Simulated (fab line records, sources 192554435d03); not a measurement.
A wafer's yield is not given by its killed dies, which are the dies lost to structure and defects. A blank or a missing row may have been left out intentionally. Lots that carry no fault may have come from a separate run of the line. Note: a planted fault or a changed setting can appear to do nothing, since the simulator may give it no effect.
fab line records	flow n5-finfet
[record] lots = 11	wafers = 33	last-day = 17
route steps=1938 shown BEOL_M11@1595 BEOL_M12@1602 PASSIVATION@1936
lots with no fault: from the same line, run without faults
start-h: hours from the record's first day to the start of the lot's first wafer shown	wait-h: hours from the lot's prior step to this one	" repeats the value in the row above	L1.1+2: a single row standing in for several wafers	- value missing, or start not given	* or withheld: withheld	< > ~ a bound
route shown NAME@n: a module of which the file shows steps, and the number in the route of the first	usual: mean and standard deviation over wafers with no fault	same: alike in all rows	chamber/n: place in a boat	sites: readings site by site	_std_site: standard deviation of those values	_edge_site: outer sites' mean less inner sites'	radius-mm: how far each site lies from the wafer's centre	mask NAME#n: copy n	behind: tool/chamber where the wafer was last shaped	hold: why the lot was held/for how many hours/how that ended	device: transistor that didn't switch, given as n, p or np	end of line: tests run on the same wafers once the route is complete	where a step has no rows: the recipe by itself	killed: count of dies lost to structure and defects at first sort (not the wafer's yield)	map: the dies of a wafer, with x for killed, . for not killed, _ for no die there
set.NAME: setting as actually run; set.NAME@STEP: the setting as run at that earlier step	model.NAME: the simulator's own value behind a step, which no gauge read
one table for each step of the route and one row for each wafer, over a sample of lots
services: a tool's chamber out of use, with start hour (start-h, from the record's first day; less than 0 if before it), hours out, and reason
[[steps]]
[step N5_BEOL_M11_ANNEAL_51]
[recipe] temp-c = 225	time-s = 90	ambient = N2
[usual] wafer_temp_C_max = 225.7/0.32
lot.wafer	tool	chamber	start-h	wait-h	wafer_temp_C_max
L412.1	rtp-anneal-01	0	236.35	0.2	225.4
L412.3	"	0	"	"	225.6
L412.6	"	0	"	"	225.1
L414.2	rtp-anneal-02	0	243.47	0.2	225.8
L414.3	"	0	"	"	225.7
L414.6	"	0	"	"	226.1
L415.2	rtp-anneal-02	0	248.20	0.2	226.0
L415.3	"	0	"	"	226.0
L415.5	"	0	"	"	225.8
L413.1	rtp-anneal-01	0	257.94	0.1	225.3
L413.2	"	0	"	"	225.7
L413.3	"	0	"	"	225.5
L417.2	rtp-anneal-01	0	262.87	0.7	225.5
L417.3	"	0	"	"	225.2
L417.6	"	0	"	"	225.2
L420.1	rtp-anneal-01	0	280.89	0.1	225.5
L420.3	"	0	"	"	225.5
L420.6	"	0	"	"	225.6
L421.1	rtp-anneal-02	0	288.30	0.1	225.8
L421.5	"	0	"	"	225.9
L421.6	"	0	"	"	225.9
L425.1	rtp-anneal-02	0	307.36	0.3	225.6
L425.2	"	0	"	"	225.8
L425.6	"	0	"	"	225.7
L428.1	rtp-anneal-01	0	328.35	0.2	225.2
L428.3	"	0	"	"	225.5
L428.5	"	0	"	"	225.4
L431.1	rtp-anneal-01	0	351.91	0.2	225.4
L431.5	"	0	"	"	225.5
L431.6	"	0	"	"	225.3
L434.2	rtp-anneal-02	0	366.64	0.1	225.7
L434.3	"	0	"	"	225.9
L434.6	"	0	"	"	226.1
[step N5_BEOL_M11_INSPECT_58]
[recipe] inspect-instrument = darkfield	mode = post-dep
[usual] raw-defect-count = 72/23
lot.wafer	tool	chamber	start-h	wait-h	raw-defect-count
L412.1	defect-inspect-01	-	237.09	0.0	56
L412.3	"	-	"	"	66
L412.6	"	-	"	"	59
L414.2	defect-inspect-02	-	244.21	0.0	86
L414.3	"	-	"	"	49
L414.6	"	-	"	"	71
L415.2	defect-inspect-02	-	249.05	0.0	78
L415.3	"	-	"	"	137
L415.5	"	-	"	"	54
L413.1	defect-inspect-02	-	258.68	0.0	88
L413.2	"	-	"	"	86
L413.3	"	-	"	"	57
L417.2	defect-inspect-02	-	263.67	0.0	63
L417.3	"	-	"	"	58
L417.6	"	-	"	"	70
L420.1	defect-inspect-01	-	281.63	0.0	73
L420.3	"	-	"	"	46
L420.6	"	-	"	"	93
L421.1	defect-inspect-01	-	289.04	0.0	50
L421.5	"	-	"	"	85
L421.6	"	-	"	"	36
L425.1	defect-inspect-02	-	308.22	0.0	56
L425.2	"	-	"	"	51
L425.6	"	-	"	"	118
L428.1	defect-inspect-02	-	329.09	0.0	74
L428.3	"	-	"	"	69
L428.5	"	-	"	"	112
L431.1	defect-inspect-02	-	352.66	0.0	33
L431.5	"	-	"	"	64
L431.6	"	-	"	"	58
L434.2	defect-inspect-01	-	367.33	0.0	102
L434.3	"	-	"	"	93
L434.6	"	-	"	"	86
[step N5_BEOL_M12_ILD_DEP_00]
[recipe] material = SiOC	target-thk-a = 6589.2	temp-c = 350	precursor = DEMS/O2	pressure-torr = 5	rf-w = 500	time-s = 130.7
[usual] heater-power-w = 475/64	showerhead-plenum-p-Torr = 5.686/0.017	throttle-valve-pct = 12.1/0.6
lot.wafer	tool	chamber	start-h	wait-h	heater-power-w	showerhead-plenum-p-Torr	throttle-valve-pct
L412.1	pecvd-02	1	237.13	0.0	438	5.700	12.0
L412.3	"	0	"	"	571	5.715	12.7
L412.6	"	1	"	"	346	5.690	11.8
L414.2	pecvd-02	2	244.25	0.0	442	5.684	11.6
L414.3	"	0	"	"	572	5.698	12.9
L414.6	"	1	"	"	400	5.692	11.9
L415.2	pecvd-02	1	249.08	0.0	390	5.677	11.8
L415.3	"	0	"	"	573	5.695	13.0
L415.5	"	0	"	"	449	5.707	12.9
L413.1	pecvd-01	2	258.72	0.0	395	5.681	11.9
L413.2	"	1	"	"	449	5.641	13.3
L413.3	"	0	"	"	544	5.674	11.8
L417.2	pecvd-04	0	263.71	0.0	519	5.698	12.2
L417.3	"	1	"	"	493	5.712	12.0
L417.6	"	1	"	"	510	5.707	12.3
L420.1	pecvd-04	0	281.67	0.0	533	5.717	12.0
L420.3	"	1	"	"	454	5.706	12.3
L420.6	"	0	"	"	549	5.697	12.1
L421.1	pecvd-02	1	289.08	0.0	435	5.676	11.8
L421.5	"	0	"	"	538	5.698	13.1
L421.6	"	1	"	"	350	5.690	11.9
L425.1	pecvd-04	0	308.26	0.0	467	5.695	11.8
L425.2	"	1	"	"	511	5.709	12.3
L425.6	"	1	"	"	525	5.709	12.0
L428.1	pecvd-02	2	329.15	0.1	479	5.689	11.6
L428.3	"	0	"	"	501	5.705	12.6
L428.5	"	2	"	"	374	5.695	11.7
L431.1	pecvd-02	0	352.69	0.0	533	5.699	13.0
L431.5	"	1	"	"	425	5.693	12.0
L431.6	"	0	"	"	533	5.710	12.9
L434.2	pecvd-04	0	367.37	0.0	541	5.699	12.0
L434.3	"	1	"	"	485	5.726	12.0
L434.6	"	2	"	"	593	5.682	11.6
[step N5_BEOL_M12_INSPECT_12]
[recipe] mode = adi	inspect-instrument = macro
[usual] raw-defect-count = 2.0/1.4
lot.wafer	tool	chamber	start-h	wait-h	raw-defect-count
L412.1	defect-inspect-01	-	237.74	0.0	3
L412.3	"	-	"	"	0
L412.6	"	-	"	"	3
L414.2	defect-inspect-02	-	244.87	0.0	1
L414.3	"	-	"	"	0
L414.6	"	-	"	"	0
L415.2	defect-inspect-01	-	249.70	0.0	3
L415.3	"	-	"	"	3
L415.5	"	-	"	"	4
L413.1	defect-inspect-01	-	259.33	0.0	3
L413.2	"	-	"	"	1
L413.3	"	-	"	"	1
L417.2	defect-inspect-02	-	264.20	0.0	1
L417.3	"	-	"	"	5
L417.6	"	-	"	"	0
L420.1	defect-inspect-02	-	282.16	0.0	3
L420.3	"	-	"	"	2
L420.6	"	-	"	"	6
L421.1	defect-inspect-02	-	289.57	0.0	1
L421.5	"	-	"	"	1
L421.6	"	-	"	"	3
L425.1	defect-inspect-02	-	308.75	0.0	2
L425.2	"	-	"	"	2
L425.6	"	-	"	"	2
L428.1	defect-inspect-02	-	329.64	0.0	2
L428.3	"	-	"	"	>300
L428.5	"	-	"	"	1
L431.1	defect-inspect-01	-	353.18	0.0	>300
L431.5	"	-	"	"	2
L431.6	"	-	"	"	>300
L434.2	defect-inspect-01	-	367.86	0.0	1
L434.3	"	-	"	"	4
L434.6	"	-	"	"	6
[step N5_BEOL_M12_STRIP_64]
[recipe] chemistry = N2/H2	power-w = 1000	temp-c = 250	h2-frac = 0.65	overash-fraction = 0.3	pressure-mtorr = withheld	n2-flow-sccm = 1750	h2-flow-sccm = 3250
[usual] drypump-motor-current-A = 5.60/0.29	heater-power-w = 374/23	oes-product-au = 0.715/0.0044	strip-time-to-endpoint-s = 31.34/0.069
lot.wafer	tool	chamber	start-h	wait-h	drypump-motor-current-A	heater-power-w	oes-product-au	rf-hours-counter-h	strip-time-to-endpoint-s
L412.1	plasma-asher-02	1	238.47	0.0	5.69	344	0.717	123	31.46
L412.3	"	1	"	"	5.69	340	0.714	-	31.50
L412.6	"	1	"	"	5.69	348	0.712	-	31.43
L414.2	plasma-asher-02	1	245.30	0.0	5.71	341	0.714	126	31.41
L414.3	"	0	"	"	5.89	373	0.712	-	31.37
L414.6	"	0	"	"	5.85	383	0.718	-	31.43
L415.2	plasma-asher-02	0	250.08	0.0	5.86	384	0.708	128	31.37
L415.3	"	0	"	"	5.88	389	0.709	-	31.37
L415.5	"	1	"	"	5.70	348	0.716	-	31.41
L413.1	plasma-asher-01	0	259.71	0.0	5.66	361	0.712	72	31.30
L413.2	"	1	"	"	5.09	402	0.718	72	31.33
L413.3	"	1	"	"	5.07	403	0.710	-	31.32
L417.2	plasma-asher-01	0	264.58	0.0	5.65	372	0.718	74	31.31
L417.3	"	0	"	"	5.67	362	0.717	-	31.37
L417.6	"	0	"	"	5.66	373	0.713	-	31.36
L420.1	plasma-asher-02	0	282.56	0.0	5.88	387	0.706	134	31.22
L420.3	"	0	"	"	5.88	390	0.718	-	31.29
L420.6	"	1	"	"	5.72	355	0.712	-	31.31
L421.1	plasma-asher-01	1	290.05	0.0	5.10	407	0.712	79	31.40
L421.5	"	1	"	"	5.07	397	0.704	-	31.34
L421.6	"	0	"	"	5.69	353	0.716	-	31.40
L425.1	plasma-asher-02	1	309.71	0.0	5.71	347	0.715	139	31.35
L425.2	"	0	"	"	5.87	377	0.716	139	31.38
L425.6	"	1	"	"	5.72	335	0.716	-	31.31
L428.1	plasma-asher-01	0	330.10	0.0	5.67	359	0.711	86	31.29
L428.3	"	1	"	"	5.11	413	0.713	-	31.32
L428.5	"	1	"	"	5.12	411	0.710	-	31.35
L431.1	plasma-asher-01	0	353.56	0.0	5.64	373	0.718	92	31.26
L431.5	"	1	"	"	5.10	399	0.715	-	31.34
L431.6	"	0	"	"	5.67	357	0.715	-	31.35
L434.2	plasma-asher-02	0	368.24	0.0	5.85	390	0.717	151	31.33
L434.3	"	1	"	"	5.73	342	0.712	-	31.37
L434.6	"	0	"	"	5.90	392	0.712	-	31.34
[step N5_PASSIVATION_PROBE_49]
[usual] defect-limited-yield = 91.5/1.4	killed_at_M0_to_M3 = 32/9.7	killed_at_M4_up = 14/5.3	killed-at-contacts = 11/6	killed-at-front-end = 39/14	killed-at-other = 3.3/2.7	killed-dies = 100/17	killed-on-rim = 14/4	killed-open = 66/13	killed-short = 32/7.4	sort_bin_4_leakage = 0.02/0.16	sort_bin_5_function = 4.9/0.9	sort_bin_6_memory = 3.2/0.72	sort_bin_8_speed = 0.00/0.0071	sort-n-pass = 1080/17	sort-yield-pct = 91.5/1.4
[same] gross-dies = 1180	killed-at-back-side = 0
lot.wafer	tool	chamber	start-h	wait-h	defect-limited-yield[%]	killed_at_M0_to_M3	killed_at_M4_up	killed-at-contacts	killed-at-front-end	killed-at-other	killed-dies	killed-on-rim	killed-open	killed-short	sort_bin_4_leakage[%]	sort_bin_5_function[%]	sort_bin_6_memory[%]	sort_bin_8_speed[%]	sort-n-pass	sort-yield-pct[%]
L417.2	prober-02	-	305.18	0.1	91.7	46	16	13	18	5	98	14	66	32	0	5.3	2.6	0	1082	91.7
L417.3	prober-02	-	305.23	0.1	90.8	39	27	17	23	3	109	10	76	32	0	6.0	3.0	0	1071	90.8
L417.6	prober-02	-	305.38	0.3	93.4	17	14	11	32	4	78	15	57	20	0	4.2	2.4	0	1102	93.4
L425.1	prober-01	-	342.74	0.0	92.2	18	17	12	42	3	92	17	65	27	0	4.7	2.9	0	1088	92.2
L425.2	prober-01	-	342.79	0.1	92.4	30	17	8	33	2	90	10	56	33	0	4.5	3.1	0	1090	92.4
L425.6	prober-01	-	342.99	0.3	90.3	35	25	19	35	0	114	20	87	27	0	6.0	3.3	0	1066	90.3
L428.1	prober-01	-	367.93	0.0	92.9	29	11	11	30	3	84	12	55	26	0	4.3	2.7	0	1096	92.9
L428.3	prober-01	-	368.03	0.1	82.8	33	111	9	48	2	203	26	65	37	0	9.8	4.8	0	977	82.8
L428.5	prober-01	-	368.13	0.2	93.1	25	10	6	36	4	81	13	52	28	0	3.8	2.9	0	1099	93.1
L431.1	prober-01	-	397.26	0.0	82.4	33	113	9	48	5	208	28	77	30	0	11.1	4.9	0	972	82.4
L431.5	prober-01	-	397.46	0.2	91.4	21	15	10	49	6	101	10	71	28	0	5.3	3.1	0	1079	91.4
L431.6	prober-01	-	397.51	0.3	84.6	24	109	3	39	7	182	22	54	29	1.19	9.5	4.0	0	984	83.4
// killed by level:class
L417.2 MOL_CONTACT_COAG:geometric-particle:open=11 BEOL_M2:geometric-particle:open=10 BEOL_M0_SAQP:geometric-particle:open=9 BEOL_M1:geometric-particle:open=9 STI_FIN_REVEAL:geometric-particle:open=7 BEOL_M1:geometric-particle:short=5 BEOL_M3:geometric-particle:short=4 BEOL_M3:geometric-particle:open=4
L417.3 MOL_CONTACT_COAG:geometric-particle:open=14 BEOL_M3:geometric-particle:open=13 BEOL_M4:geometric-particle:open=10 BEOL_M1:geometric-particle:open=9 STI_FIN_REVEAL:geometric-particle:open=8 BEOL_M5:geometric-particle:short=5 STARTING-WAFER:geometric-particle:short=5 BEOL_M3:geometric-particle:short=4
L417.6 STI_FIN_REVEAL:geometric-particle:open=11 MOL_CONTACT_COAG:geometric-particle:open=10 BEOL_M3:geometric-particle:open=6 FIN_SAQP:geometric-particle:open=5 BEOL_M4:geometric-particle:open=5 GATE_CUT:geometric-particle:short=4 BEOL_M2:geometric-particle:open=4 GATE_CUT:geometric-particle:open=3
L425.1 STI_FIN_REVEAL:geometric-particle:open=16 MOL_CONTACT_COAG:geometric-particle:open=11 BEOL_M4:geometric-particle:open=11 BEOL_M3:geometric-particle:open=8 FIN_SAQP:geometric-particle:open=6 STARTING-WAFER:geometric-particle:short=6 GATE_CUT:geometric-particle:short=4 BEOL_M4:geometric-particle:short=3
L425.2 FIN_SAQP:geometric-particle:short=9 FIN_SAQP:geometric-particle:open=8 BEOL_M2:geometric-particle:open=8 DUMMY_GATE:geometric-particle:open=7 MOL_CONTACT_COAG:geometric-particle:open=5 BEOL_M0_SAQP:geometric-particle:short=5 BEOL_M0_SAQP:geometric-particle:open=4 BEOL_M8:geometric-particle:open=4
L425.6 MOL_CONTACT_COAG:geometric-particle:open=17 STI_FIN_REVEAL:geometric-particle:open=14 BEOL_M4:geometric-particle:open=13 BEOL_M2:geometric-particle:open=8 BEOL_M8:geometric-particle:open=7 BEOL_M0_SAQP:geometric-particle:short=6 BEOL_M0_SAQP:geometric-particle:open=6 GATE_CUT:geometric-particle:open=5
L428.1 MOL_CONTACT_COAG:geometric-particle:open=9 BEOL_M2:geometric-particle:open=8 STI_FIN_REVEAL:geometric-particle:open=7 BEOL_M0_SAQP:geometric-particle:short=7 BEOL_M0_SAQP:geometric-particle:open=5 FIN_SAQP:geometric-particle:open=4 FIN_SAQP:geometric-particle:short=3 STARTING-WAFER:geometric-particle:short=3
L428.3 BEOL_M12:unspecified=100 BEOL_M0_SAQP:geometric-particle:open=15 FIN_SAQP:geometric-particle:short=12 BEOL_M0_SAQP:geometric-particle:short=9 STI_FIN_REVEAL:geometric-particle:open=8 MOL_CONTACT_COAG:geometric-particle:open=8 STARTING-WAFER:geometric-particle:open=7 FIN_SAQP:geometric-particle:open=5
L428.5 STI_FIN_REVEAL:geometric-particle:open=10 FIN_SAQP:geometric-particle:short=7 BEOL_M2:geometric-particle:open=6 MOL_CONTACT_COAG:geometric-particle:open=5 BEOL_M0_SAQP:geometric-particle:short=4 BEOL_M0_SAQP:geometric-particle:open=4 BEOL_M7:geometric-particle:open=4 STI_FIN_REVEAL:geometric-particle:short=3
L431.1 BEOL_M12:unspecified=99 FIN_SAQP:geometric-particle:open=10 BEOL_M2:geometric-particle:open=10 BEOL_M4:geometric-particle:open=9 MOL_CONTACT_COAG:geometric-particle:open=8 STI_FIN_REVEAL:geometric-particle:open=7 GATE_CUT:geometric-particle:short=6 BEOL_M3:geometric-particle:open=6
L431.5 FIN_SAQP:geometric-particle:open=15 MOL_CONTACT_COAG:geometric-particle:open=9 STI_FIN_REVEAL:geometric-particle:open=7 FIN_SAQP:geometric-particle:short=6 DUMMY_GATE:geometric-particle:open=6 BEOL_M0_SAQP:geometric-particle:short=6 BEOL_M0_SAQP:geometric-particle:open=6 BEOL_M4:geometric-particle:open=6
L431.6 BEOL_M12:unspecified=98 FIN_SAQP:geometric-particle:open=10 BEOL_M3:geometric-particle:open=7 DUMMY_GATE:geometric-particle:open=6 STARTING-WAFER:geometric-particle:open=6 BEOL_M4:geometric-particle:open=4 BEOL_M1:geometric-particle:short=4 FIN_SAQP:geometric-particle:short=3
[[services]]
tool	chamber	start-h	hours	kind
pecvd-01	0	232.98	16.5	scheduled-down
plasma-asher-01	-	241.24	5.7	repair
pecvd-02	-	245.16	1.7	repair
plasma-asher-02	-	268.38	2.8	repair
pecvd-02	1	295.01	5.5	scheduled-down
pecvd-01	0	297.92	5.5	scheduled-down
pecvd-04	-	298.18	0.4	repair
pecvd-04	0	299.97	-	calibration
pecvd-04	-	310.59	0.5	repair
pecvd-04	-	318.37	0.7	repair
pecvd-04	-	330.29	1.7	repair
pecvd-02	-	334.10	1.0	repair
pecvd-04	-	355.62	1.7	repair
[[key]]
[first-sign] step = N5_BEOL_M12_INSPECT_12	reading = raw-defect-count	direction = up	sigmas = 99+	usual = 2.0	struck = >300
[effect] step = N5_PASSIVATION_PROBE_49	reading = killed_at_M4_up	direction = up	sigmas = 18	usual = 14	struck = 111
[more-kills-born-at] N5_BEOL_M12_ILD_DEP_00@pecvd-02 = 297
met-at N5_BEOL_M12_ILD_DEP_00
struck-lots L428,L431
struck-wafers L428.3,L431.1,L431.6
not-acting-at N5_BEOL_M11_ANNEAL_51,N5_BEOL_M11_INSPECT_58,N5_BEOL_M12_STRIP_64
onset-between 289.08 329.15
[fault] kind = chamber-particle-source	tool = pecvd-02	chamber = 0	onset-h = 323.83	steps = N5_BEOL_M12_ILD_DEP_00	rate-per-visit-cm2 = 0.75774	end-h = 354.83
